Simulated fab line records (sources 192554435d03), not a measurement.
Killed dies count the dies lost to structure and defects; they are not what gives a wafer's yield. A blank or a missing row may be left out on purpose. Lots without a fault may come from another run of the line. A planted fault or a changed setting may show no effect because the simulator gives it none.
The tool behind it: which one? :: flow n5_finfet :: 24 lots, 72 wafers sampled, at 6 steps of a route of 1938

## WHAT THE GAUGES SHOWED, per wafer
N5_BEOL_M3_THK_MEAS_53: measures by xrf. Usual: M3_THK 39.9 nm, standard deviation 1.4.
lot: L074
measured: day 7 08:57
on: film_metro-01
M3_THK (nm): 38.7 40.6 40.0
flag: 

lot: L075
measured: day 7 13:14
on: film_metro-01
M3_THK (nm): 41.3 41.3 41.3
flag: 

lot: L076
measured: day 7 22:54
on: film_metro-01
M3_THK (nm): 38.7 39.5 40.1
flag: 

lot: L077
measured: day 8 02:36
on: film_metro-02
M3_THK (nm): 38.9 38.9 39.1
flag: 

lot: L078
measured: day 8 14:03
on: film_metro-01
M3_THK (nm): 37.8 38.2 38.8
flag: 

lot: L079
measured: day 8 14:30
on: film_metro-01
M3_THK (nm): 40.4 41.3 40.9
flag: 

lot: L080
measured: day 8 21:24
on: film_metro-01
M3_THK (nm): 39.5 39.7 39.0
flag: 

lot: L081
measured: day 9 06:58
on: film_metro-02
M3_THK (nm): 35.2 36.6 40.3
flag: 

lot: L082
measured: day 9 14:49
on: film_metro-02
M3_THK (nm): 39.2 40.0 40.3
flag: 

lot: L083
measured: day 9 15:19
on: film_metro-02
M3_THK (nm): 39.6 40.6 41.6
flag: 

lot: L084
measured: day 10 02:19
on: film_metro-01
M3_THK (nm): 37.3 40.4 40.5
flag: 

lot: L085
measured: day 10 07:14
on: film_metro-02
M3_THK (nm): 38.7 39.3 39.4
flag: 

lot: L086
measured: day 10 12:35
on: film_metro-01
M3_THK (nm): 38.2 39.6 41.7
flag: 

lot: L087
measured: day 10 16:23
on: film_metro-02
M3_THK (nm): 39.7 42.3 41.7
flag: 

lot: L089
measured: day 11 00:16
on: film_metro-02
M3_THK (nm): 39.7 40.7 41.9
flag: 

lot: L088
measured: day 11 06:24
on: film_metro-02
M3_THK (nm): 38.1 40.4 40.3
flag: 

lot: L090
measured: day 11 06:47
on: film_metro-01
M3_THK (nm): 40.4 41.4 42.5
flag: 

lot: L093
measured: day 12 01:48
on: film_metro-02
M3_THK (nm): 39.6 41.0 41.3
flag: 

lot: L091
measured: day 12 02:58
on: film_metro-02
M3_THK (nm): 40.8 42.6 41.3
flag: 

lot: L092
measured: day 12 04:33
on: film_metro-02
M3_THK (nm): 38.9 39.6 42.3
flag: 

lot: L094
measured: day 12 05:22
on: film_metro-01
M3_THK (nm): 41.9 41.0 41.7
flag: 

lot: L095
measured: day 12 11:27
on: film_metro-02
M3_THK (nm): 38.7 40.7 40.6
flag: 

lot: L096
measured: day 13 02:20
on: film_metro-01
M3_THK (nm): 38.4 40.0 39.2
flag: 

lot: L097
measured: day 13 21:43
on: film_metro-02
M3_THK (nm): 38.6 39.2 38.2
flag: 

N5_BEOL_M4_THK_MEAS_01. Usual: M4_ILD_THK 78.7 nm, standard deviation 0.93.
lot: L074
measured: day 7 09:23
on: film_metro-01
M4_ILD_THK (nm): 78.9 80.0 79.5
flag: 

lot: L075
measured: day 7 13:38
on: film_metro-02
M4_ILD_THK (nm): 79.1 79.8 80.0
flag: 

lot: L076
measured: day 7 23:18
on: film_metro-01
M4_ILD_THK (nm): 78.2 78.0 79.0
flag: 

lot: L077
measured: day 8 02:59
on: film_metro-01
M4_ILD_THK (nm): 79.0 78.5 79.3
flag: 

lot: L078
measured: day 8 14:26
on: film_metro-02
M4_ILD_THK (nm): 78.0 79.6 79.2
flag: 

lot: L079
measured: day 8 14:57
on: film_metro-01
M4_ILD_THK (nm): 76.9 78.2 78.5
flag: 

lot: L080
measured: day 8 21:50
on: film_metro-02
M4_ILD_THK (nm): 79.8 79.8 79.3
flag: 

lot: L081
measured: day 9 07:25
on: film_metro-02
M4_ILD_THK (nm): 76.8 76.2 79.1
flag: 

lot: L082
measured: day 9 15:12
on: film_metro-02
M4_ILD_THK (nm): 78.8 80.0 80.3
flag: 

lot: L083
measured: day 9 15:43
on: film_metro-02
M4_ILD_THK (nm): 77.1 76.8 78.1
flag: 

lot: L084
measured: day 10 02:44
on: film_metro-02
M4_ILD_THK (nm): 78.4 79.6 78.0
flag: 

lot: L085
measured: day 10 07:38
on: film_metro-02
M4_ILD_THK (nm): 76.9 77.9 78.4
flag: 

lot: L086
measured: day 10 13:00
on: film_metro-02
M4_ILD_THK (nm): 78.7 78.9 80.1
flag: 

lot: L087
measured: day 10 17:01
on: film_metro-02
M4_ILD_THK (nm): 78.9 76.8 79.3
flag: 

lot: L089
measured: day 11 00:39
on: film_metro-01
M4_ILD_THK (nm): 78.4 78.5 80.1
flag: 

lot: L088
measured: day 11 06:48
on: film_metro-02
M4_ILD_THK (nm): 77.1 79.1 78.4
flag: 

lot: L090
measured: day 11 07:11
on: film_metro-02
M4_ILD_THK (nm): 78.2 76.8 80.1
flag: 

lot: L093
measured: day 12 02:11
on: film_metro-01
M4_ILD_THK (nm): 79.3 77.7 79.0
flag: 

lot: L091
measured: day 12 03:23
on: film_metro-01
M4_ILD_THK (nm): 76.3 79.0 78.3
flag: 

lot: L092
measured: day 12 04:58
on: film_metro-01
M4_ILD_THK (nm): 77.9 78.7 79.3
flag: 

lot: L094
measured: day 12 05:46
on: film_metro-02
M4_ILD_THK (nm): 77.7 79.8 79.3
flag: 

lot: L095
measured: day 12 11:52
on: film_metro-01
M4_ILD_THK (nm): 78.7 78.7 78.3
flag: 

lot: L096
measured: day 13 02:44
on: film_metro-02
M4_ILD_THK (nm): 78.9 79.9 79.9
flag: 

lot: L097
measured: day 13 22:08
on: film_metro-01
M4_ILD_THK (nm): 77.8 79.4 79.8
flag: 

## TOOL THAT RAN EACH LOT (tool first, then ch and the chambers of the sampled wafers, then the start)
lot: L074
N5_BEOL_M3_ALD_98: ald_sin-04 ch 1,2, day 7 01:39
N5_BEOL_M3_ANNEAL_80: pvd_sputter-01, day 7 05:09
N5_BEOL_M3_ANNEAL_89: pvd_sputter-01, day 7 05:49
N5_BEOL_M3_DEP_57: pecvd-01 ch 0,2, day 7 09:09

lot: L075
N5_BEOL_M3_ALD_98: ald_sin-04 ch 0,1, day 7 05:52
N5_BEOL_M3_ANNEAL_80: pvd_sputter-03, day 7 08:16
N5_BEOL_M3_ANNEAL_89: pvd_sputter-03, day 7 08:56
N5_BEOL_M3_DEP_57: pecvd-01 ch 0,1, day 7 13:26

lot: L076
N5_BEOL_M3_ALD_98: ald_sin-04 ch 1,2,3, day 7 13:02
N5_BEOL_M3_ANNEAL_80: pvd_sputter-02, day 7 16:55
N5_BEOL_M3_ANNEAL_89: pvd_sputter-02, day 7 17:34
N5_BEOL_M3_DEP_57: pecvd-03 ch 0,1,2, day 7 23:05

lot: L077
N5_BEOL_M3_ALD_98: ald_sin-04 ch 0,2, day 7 18:49
N5_BEOL_M3_ANNEAL_80: pvd_sputter-02, day 7 20:43
N5_BEOL_M3_ANNEAL_89: pvd_sputter-02, day 7 21:22
N5_BEOL_M3_DEP_57: pecvd-02 ch 1,2, day 8 02:47

lot: L078
N5_BEOL_M3_ALD_98: ald_sin-03 ch 1,3, day 8 06:39
N5_BEOL_M3_ANNEAL_80: pvd_sputter-01, day 8 09:12
N5_BEOL_M3_ANNEAL_89: pvd_sputter-01, day 8 09:52
N5_BEOL_M3_DEP_57: pecvd-01 ch 0,1, day 8 14:14

lot: L079
N5_BEOL_M3_ALD_98: ald_sin-01 ch 1,2,3, day 8 06:43
N5_BEOL_M3_ANNEAL_80: pvd_sputter-03, day 8 09:26
N5_BEOL_M3_ANNEAL_89: pvd_sputter-03, day 8 10:05
N5_BEOL_M3_DEP_57: pecvd-03 ch 0,2, day 8 14:45

lot: L080
N5_BEOL_M3_ALD_98: ald_sin-01 ch 1,2,3, day 8 13:56
N5_BEOL_M3_ANNEAL_80: pvd_sputter-03, day 8 15:40
N5_BEOL_M3_ANNEAL_89: pvd_sputter-03, day 8 16:20
N5_BEOL_M3_DEP_57: pecvd-01 ch 0,1,2, day 8 21:38

lot: L081
N5_BEOL_M3_ALD_98: ald_sin-01 ch 0,2,3, day 8 23:45
N5_BEOL_M3_ANNEAL_80: pvd_sputter-01, day 9 01:46
N5_BEOL_M3_ANNEAL_89: pvd_sputter-01, day 9 02:25
N5_BEOL_M3_DEP_57: pecvd-02 ch 1,2, day 9 07:13

lot: L082
N5_BEOL_M3_ALD_98: ald_sin-01 ch 1,2,3, day 9 06:49
N5_BEOL_M3_ANNEAL_80: pvd_sputter-03, day 9 08:40
N5_BEOL_M3_ANNEAL_89: pvd_sputter-03, day 9 09:19
N5_BEOL_M3_DEP_57: pecvd-02 ch 0,1,2, day 9 15:00

lot: L083
N5_BEOL_M3_ALD_98: ald_sin-03 ch 1,2,3, day 9 08:29
N5_BEOL_M3_ANNEAL_80: pvd_sputter-03, day 9 10:42
N5_BEOL_M3_ANNEAL_89: pvd_sputter-03, day 9 11:22
N5_BEOL_M3_DEP_57: pecvd-02 ch 0,1,2, day 9 15:31

lot: L084
N5_BEOL_M3_ALD_98: ald_sin-01 ch 0,3, day 9 18:38
N5_BEOL_M3_ANNEAL_80: pvd_sputter-01, day 9 20:20
N5_BEOL_M3_ANNEAL_89: pvd_sputter-01, day 9 20:59
N5_BEOL_M3_DEP_57: pecvd-03 ch 0,1,2, day 10 02:31

lot: L085
N5_BEOL_M3_ALD_98: ald_sin-01 ch 0,3, day 9 23:49
N5_BEOL_M3_ANNEAL_80: pvd_sputter-01, day 10 02:25
N5_BEOL_M3_ANNEAL_89: pvd_sputter-01, day 10 03:04
N5_BEOL_M3_DEP_57: pecvd-01 ch 0,1,2, day 10 07:26

lot: L086
N5_BEOL_M3_ALD_98: ald_sin-01 ch 1,2,3, day 10 06:14
N5_BEOL_M3_ANNEAL_80: pvd_sputter-03, day 10 10:05
N5_BEOL_M3_ANNEAL_89: pvd_sputter-03, day 10 10:45
N5_BEOL_M3_DEP_57: pecvd-02 ch 1,2, day 10 12:48

lot: L087
N5_BEOL_M3_ALD_98: ald_sin-04 ch 1,2,3, day 10 07:34
N5_BEOL_M3_ANNEAL_80: pvd_sputter-03, day 10 12:33
N5_BEOL_M3_ANNEAL_89: pvd_sputter-03, day 10 13:13
N5_BEOL_M3_DEP_57: pecvd-03 ch 0,2, day 10 16:49

lot: L089
N5_BEOL_M3_ALD_98: ald_sin-03 ch 0,1,3, day 10 19:44
N5_BEOL_M3_ANNEAL_80: pvd_sputter-03, day 10 21:58
N5_BEOL_M3_ANNEAL_89: pvd_sputter-03, day 10 22:41
N5_BEOL_M3_DEP_57: pecvd-02 ch 0,1,2, day 11 00:28

lot: L088
N5_BEOL_M3_ALD_98: ald_sin-04 ch 0,1,3, day 11 02:30
N5_BEOL_M3_ANNEAL_80: pvd_sputter-01, day 11 04:09
N5_BEOL_M3_ANNEAL_89: pvd_sputter-01, day 11 04:49
N5_BEOL_M3_DEP_57: pecvd-02 ch 0,1, day 11 06:35

lot: L090
N5_BEOL_M3_ALD_98: ald_sin-04 ch 1,2,3, day 11 02:36
N5_BEOL_M3_ANNEAL_80: pvd_sputter-02, day 11 04:33
N5_BEOL_M3_ANNEAL_89: pvd_sputter-02, day 11 05:13
N5_BEOL_M3_DEP_57: pecvd-03 ch 0,1,2, day 11 06:59

lot: L093
N5_BEOL_M3_ALD_98: ald_sin-03 ch 0,1,2, day 11 17:41
N5_BEOL_M3_ANNEAL_80: pvd_sputter-02, day 11 20:31
N5_BEOL_M3_ANNEAL_89: pvd_sputter-02, day 11 21:11
N5_BEOL_M3_DEP_57: pecvd-01 ch 0,1,2, day 12 01:59

lot: L091
N5_BEOL_M3_ALD_98: ald_sin-01 ch 0,2,3, day 11 22:30
N5_BEOL_M3_ANNEAL_80: pvd_sputter-03, day 12 00:11
N5_BEOL_M3_ANNEAL_89: pvd_sputter-03, day 12 00:50
N5_BEOL_M3_DEP_57: pecvd-02 ch 0,1,2, day 12 03:10

lot: L092
N5_BEOL_M3_ALD_98: ald_sin-03 ch 1,2,3, day 11 23:20
N5_BEOL_M3_ANNEAL_80: pvd_sputter-03, day 12 02:18
N5_BEOL_M3_ANNEAL_89: pvd_sputter-03, day 12 02:58
N5_BEOL_M3_DEP_57: pecvd-01 ch 0,1,2, day 12 04:44

lot: L094
N5_BEOL_M3_ALD_98: ald_sin-03 ch 0,2,3, day 12 00:32
N5_BEOL_M3_ANNEAL_80: pvd_sputter-02, day 12 03:07
N5_BEOL_M3_ANNEAL_89: pvd_sputter-02, day 12 03:46
N5_BEOL_M3_DEP_57: pecvd-02 ch 0,1,2, day 12 05:34

lot: L095
N5_BEOL_M3_ALD_98: ald_sin-04 ch 0,1,3, day 12 04:17
N5_BEOL_M3_ANNEAL_80: pvd_sputter-02, day 12 09:10
N5_BEOL_M3_ANNEAL_89: pvd_sputter-02, day 12 09:50
N5_BEOL_M3_DEP_57: pecvd-01 ch 0,2, day 12 11:38

lot: L096
N5_BEOL_M3_ALD_98: ald_sin-03 ch 0,2, day 12 19:34
N5_BEOL_M3_ANNEAL_80: pvd_sputter-02, day 13 00:05
N5_BEOL_M3_ANNEAL_89: pvd_sputter-02, day 13 00:44
N5_BEOL_M3_DEP_57: pecvd-01 ch 0,1, day 13 02:31

lot: L097
N5_BEOL_M3_ALD_98: ald_sin-04 ch 0,1,2, day 13 16:45
N5_BEOL_M3_ANNEAL_80: pvd_sputter-02, day 13 19:28
N5_BEOL_M3_ANNEAL_89: pvd_sputter-02, day 13 20:07
N5_BEOL_M3_DEP_57: pecvd-02 ch 1,2, day 13 21:55
- N5_BEOL_M3_ALD_98: deposits SiO2, target thk 2.5 nm, pulse time 1 s, co reactant pulse time 1 s.
- N5_BEOL_M3_ANNEAL_80: time 240 s.
- N5_BEOL_M3_ANNEAL_89: time 240 s.
- N5_BEOL_M3_DEP_57: deposits SiCN from 3MS/NH3, target thk 8 nm, time 14 s.

## AS READ BY THE TOOLS THEMSELVES (means over the sampled wafers that have a number; for cases with no such wafer, the mark the record gives instead)
N5_BEOL_M3_ALD_98. Usual: heater_power_w 80 W, standard deviation 6.8; precursor_pulse_height_rel 1.000, standard deviation 0.019.
lot: L074
tool: ald_sin-04
heater_power_w (W): 77
precursor_pulse_height_rel: 0.995
flag: 

lot: L075
tool: ald_sin-04
heater_power_w (W): 81
precursor_pulse_height_rel: 0.989
flag: 

lot: L076
tool: ald_sin-04
heater_power_w (W): 82
precursor_pulse_height_rel: 1.022
flag: 

lot: L077
tool: ald_sin-04
heater_power_w (W): 82
precursor_pulse_height_rel: 1.002
flag: 

lot: L078
tool: ald_sin-03
heater_power_w (W): 87
precursor_pulse_height_rel: 1.009
flag: 

lot: L079
tool: ald_sin-01
heater_power_w (W): 79
precursor_pulse_height_rel: 0.997
flag: 

lot: L080
tool: ald_sin-01
heater_power_w (W): 79
precursor_pulse_height_rel: 0.994
flag: 

lot: L081
tool: ald_sin-01
heater_power_w (W): 75
precursor_pulse_height_rel: 0.995
flag: 

lot: L082
tool: ald_sin-01
heater_power_w (W): 77
precursor_pulse_height_rel: 0.999
flag: 

lot: L083
tool: ald_sin-03
heater_power_w (W): 80
precursor_pulse_height_rel: 0.992
flag: 

lot: L084
tool: ald_sin-01
heater_power_w (W): 73
precursor_pulse_height_rel: 0.995
flag: 

lot: L085
tool: ald_sin-01
heater_power_w (W): 73
precursor_pulse_height_rel: 1.019
flag: 

lot: L086
tool: ald_sin-01
heater_power_w (W): 79
precursor_pulse_height_rel: 0.987
flag: 

lot: L087
tool: ald_sin-04
heater_power_w (W): 78
precursor_pulse_height_rel: 0.998
flag: 

lot: L089
tool: ald_sin-03
heater_power_w (W): 87
precursor_pulse_height_rel: 0.986
flag: 

lot: L088
tool: ald_sin-04
heater_power_w (W): 82
precursor_pulse_height_rel: 1.012
flag: 

lot: L090
tool: ald_sin-04
heater_power_w (W): 79
precursor_pulse_height_rel: 0.996
flag: 

lot: L093
tool: ald_sin-03
heater_power_w (W): 80
precursor_pulse_height_rel: 0.993
flag: 

lot: L091
tool: ald_sin-01
heater_power_w (W): 76
precursor_pulse_height_rel: 1.011
flag: 

lot: L092
tool: ald_sin-03
heater_power_w (W): 81
precursor_pulse_height_rel: 1.009
flag: 

lot: L094
tool: ald_sin-03
heater_power_w (W): 81
precursor_pulse_height_rel: 1.003
flag: 

lot: L095
tool: ald_sin-04
heater_power_w (W): 82
precursor_pulse_height_rel: 1.003
flag: 

lot: L096
tool: ald_sin-03
heater_power_w (W): 75
precursor_pulse_height_rel: 1.010
flag: 

lot: L097
tool: ald_sin-04
heater_power_w (W): 80
precursor_pulse_height_rel: 1.001
flag: 

N5_BEOL_M3_ANNEAL_80. Usual: heater_power_w 856 W, standard deviation 81; susceptor_temp_C_max 400.9, standard deviation 0.33.
lot: L074
tool: pvd_sputter-01
heater_power_w (W): 853
susceptor_temp_C_max: 400.6
flag: 

lot: L075
tool: pvd_sputter-03
heater_power_w (W): 790
susceptor_temp_C_max: 401.2
flag: 

lot: L076
tool: pvd_sputter-02
heater_power_w (W): 831
susceptor_temp_C_max: 401.1
flag: 

lot: L077
tool: pvd_sputter-02
heater_power_w (W): 900
susceptor_temp_C_max: 400.9
flag: 

lot: L078
tool: pvd_sputter-01
heater_power_w (W): 852
susceptor_temp_C_max: 400.6
flag: 

lot: L079
tool: pvd_sputter-03
heater_power_w (W): 787
susceptor_temp_C_max: 401.3
flag: 

lot: L080
tool: pvd_sputter-03
heater_power_w (W): 794
susceptor_temp_C_max: 400.6
flag: 

lot: L081
tool: pvd_sputter-01
heater_power_w (W): 881
susceptor_temp_C_max: 400.7
flag: 

lot: L082
tool: pvd_sputter-03
heater_power_w (W): 819
susceptor_temp_C_max: 400.9
flag: 

lot: L083
tool: pvd_sputter-03
heater_power_w (W): 816
susceptor_temp_C_max: 400.8
flag: 

lot: L084
tool: pvd_sputter-01
heater_power_w (W): 863
susceptor_temp_C_max: 400.6
flag: 

lot: L085
tool: pvd_sputter-01
heater_power_w (W): 884
susceptor_temp_C_max: 400.7
flag: 

lot: L086
tool: pvd_sputter-03
heater_power_w (W): 827
susceptor_temp_C_max: 400.9
flag: 

lot: L087
tool: pvd_sputter-03
heater_power_w (W): 826
susceptor_temp_C_max: 400.7
flag: 

lot: L089
tool: pvd_sputter-03
heater_power_w (W): 795
susceptor_temp_C_max: 401.1
flag: 

lot: L088
tool: pvd_sputter-01
heater_power_w (W): 901
susceptor_temp_C_max: 400.6
flag: 

lot: L090
tool: pvd_sputter-02
heater_power_w (W): 873
susceptor_temp_C_max: 400.8
flag: 

lot: L093
tool: pvd_sputter-02
heater_power_w (W): 927
susceptor_temp_C_max: 400.8
flag: 

lot: L091
tool: pvd_sputter-03
heater_power_w (W): 787
susceptor_temp_C_max: 401.0
flag: 

lot: L092
tool: pvd_sputter-03
heater_power_w (W): 825
susceptor_temp_C_max: 401.3
flag: 

lot: L094
tool: pvd_sputter-02
heater_power_w (W): 974
susceptor_temp_C_max: 400.8
flag: 

lot: L095
tool: pvd_sputter-02
heater_power_w (W): 935
susceptor_temp_C_max: 400.7
flag: 

lot: L096
tool: pvd_sputter-02
heater_power_w (W): 889
susceptor_temp_C_max: 401.0
flag: 

lot: L097
tool: pvd_sputter-02
heater_power_w (W): 820
susceptor_temp_C_max: 400.9
flag: 

N5_BEOL_M3_ANNEAL_89. Usual: heater_power_w 856 W, standard deviation 82; susceptor_temp_C_max 400.85, standard deviation 0.29.
lot: L074
tool: pvd_sputter-01
heater_power_w (W): 852
susceptor_temp_C_max: 400.77
flag: 

lot: L075
tool: pvd_sputter-03
heater_power_w (W): 783
susceptor_temp_C_max: 401.09
flag: 

lot: L076
tool: pvd_sputter-02
heater_power_w (W): 828
susceptor_temp_C_max: 400.66
flag: 

lot: L077
tool: pvd_sputter-02
heater_power_w (W): 892
susceptor_temp_C_max: 400.96
flag: 

lot: L078
tool: pvd_sputter-01
heater_power_w (W): 854
susceptor_temp_C_max: 400.51
flag: 

lot: L079
tool: pvd_sputter-03
heater_power_w (W): 790
susceptor_temp_C_max: 401.18
flag: 

lot: L080
tool: pvd_sputter-03
heater_power_w (W): 782
susceptor_temp_C_max: 400.92
flag: 

lot: L081
tool: pvd_sputter-01
heater_power_w (W): 879
susceptor_temp_C_max: 400.71
flag: 

lot: L082
tool: pvd_sputter-03
heater_power_w (W): 814
susceptor_temp_C_max: 400.87
flag: 

lot: L083
tool: pvd_sputter-03
heater_power_w (W): 827
susceptor_temp_C_max: 400.74
flag: 

lot: L084
tool: pvd_sputter-01
heater_power_w (W): 865
susceptor_temp_C_max: 400.69
flag: 

lot: L085
tool: pvd_sputter-01
heater_power_w (W): 883
susceptor_temp_C_max: 400.82
flag: 

lot: L086
tool: pvd_sputter-03
heater_power_w (W): 818
susceptor_temp_C_max: 400.74
flag: 

lot: L087
tool: pvd_sputter-03
heater_power_w (W): 819
susceptor_temp_C_max: 400.70
flag: 

lot: L089
tool: pvd_sputter-03
heater_power_w (W): 794
susceptor_temp_C_max: 400.85
flag: 

lot: L088
tool: pvd_sputter-01
heater_power_w (W): 898
susceptor_temp_C_max: 400.87
flag: 

lot: L090
tool: pvd_sputter-02
heater_power_w (W): 857
susceptor_temp_C_max: 401.10
flag: 

lot: L093
tool: pvd_sputter-02
heater_power_w (W): 935
susceptor_temp_C_max: 400.93
flag: 

lot: L091
tool: pvd_sputter-03
heater_power_w (W): 784
susceptor_temp_C_max: 400.76
flag: 

lot: L092
tool: pvd_sputter-03
heater_power_w (W): 829
susceptor_temp_C_max: 400.85
flag: 

lot: L094
tool: pvd_sputter-02
heater_power_w (W): 972
susceptor_temp_C_max: 400.86
flag: 

lot: L095
tool: pvd_sputter-02
heater_power_w (W): 940
susceptor_temp_C_max: 401.10
flag: 

lot: L096
tool: pvd_sputter-02
heater_power_w (W): 905
susceptor_temp_C_max: 400.97
flag: 

lot: L097
tool: pvd_sputter-02
heater_power_w (W): 814
susceptor_temp_C_max: 400.97
flag: 

N5_BEOL_M3_DEP_57. Usual: showerhead_plenum_p_Torr 3.661 Torr, standard deviation 0.012; throttle_valve_pct 8.9 %, standard deviation 0.55.
lot: L074
tool: pecvd-01
showerhead_plenum_p_Torr (Torr): 3.673
throttle_valve_pct (%): 9.0
flag: 

lot: L075
tool: pecvd-01
showerhead_plenum_p_Torr (Torr): 3.660
throttle_valve_pct (%): 9.1
flag: 

lot: L076
tool: pecvd-03
showerhead_plenum_p_Torr (Torr): 3.660
throttle_valve_pct (%): 9.0
flag: 

lot: L077
tool: pecvd-02
showerhead_plenum_p_Torr (Torr): 3.657
throttle_valve_pct (%): 8.4
flag: 

lot: L078
tool: pecvd-01
showerhead_plenum_p_Torr (Torr): 3.667
throttle_valve_pct (%): 9.5
flag: 

lot: L079
tool: pecvd-03
showerhead_plenum_p_Torr (Torr): 3.654
throttle_valve_pct (%): 9.5
flag: 

lot: L080
tool: pecvd-01
showerhead_plenum_p_Torr (Torr): 3.665
throttle_valve_pct (%): 9.2
flag: 

lot: L081
tool: pecvd-02
showerhead_plenum_p_Torr (Torr): 3.662
throttle_valve_pct (%): 8.3
flag: 

lot: L082
tool: pecvd-02
showerhead_plenum_p_Torr (Torr): 3.655
throttle_valve_pct (%): 8.4
flag: 

lot: L083
tool: pecvd-02
showerhead_plenum_p_Torr (Torr): 3.657
throttle_valve_pct (%): 8.4
flag: 

lot: L084
tool: pecvd-03
showerhead_plenum_p_Torr (Torr): 3.659
throttle_valve_pct (%): 9.3
flag: 

lot: L085
tool: pecvd-01
showerhead_plenum_p_Torr (Torr): 3.668
throttle_valve_pct (%): 8.9
flag: 

lot: L086
tool: pecvd-02
showerhead_plenum_p_Torr (Torr): 3.662
throttle_valve_pct (%): 8.4
flag: 

lot: L087
tool: pecvd-03
showerhead_plenum_p_Torr (Torr): 3.651
throttle_valve_pct (%): 9.0
flag: 

lot: L089
tool: pecvd-02
showerhead_plenum_p_Torr (Torr): 3.656
throttle_valve_pct (%): 8.5
flag: 

lot: L088
tool: pecvd-02
showerhead_plenum_p_Torr (Torr): 3.649
throttle_valve_pct (%): 8.6
flag: 

lot: L090
tool: pecvd-03
showerhead_plenum_p_Torr (Torr): 3.660
throttle_valve_pct (%): 9.1
flag: 

lot: L093
tool: pecvd-01
showerhead_plenum_p_Torr (Torr): 3.671
throttle_valve_pct (%): 9.0
flag: 

lot: L091
tool: pecvd-02
showerhead_plenum_p_Torr (Torr): 3.661
throttle_valve_pct (%): 8.4
flag: 

lot: L092
tool: pecvd-01
showerhead_plenum_p_Torr (Torr): 3.676
throttle_valve_pct (%): 9.1
flag: 

lot: L094
tool: pecvd-02
showerhead_plenum_p_Torr (Torr): 3.655
throttle_valve_pct (%): 8.3
flag: 

lot: L095
tool: pecvd-01
showerhead_plenum_p_Torr (Torr): 3.669
throttle_valve_pct (%): 9.1
flag: 

lot: L096
tool: pecvd-01
showerhead_plenum_p_Torr (Torr): 3.662
throttle_valve_pct (%): 9.1
flag: 

lot: L097
tool: pecvd-02
showerhead_plenum_p_Torr (Torr): 3.659
throttle_valve_pct (%): 8.5
flag: 

## THE ANSWER, worked out from the rows above alone
Rule: lot off if the mean of its wafers having a number is beyond 3 standard deviations from the usual mean. A lot without any number at a reading at which 4 lots or more have one is off too. Any other lot the step has rows for is counted as sound. Order of review: gauges by route order, followed by the tools' own readings, for which a lot's mean as printed above is used. The first step at which some lot is off is used, and at that step the reading that is off furthest; a lot without a number counts as furthest.
No lot is off on any of the readings shown, so nothing can be concluded from this.

## WHAT THE SIMULATOR PUT IN
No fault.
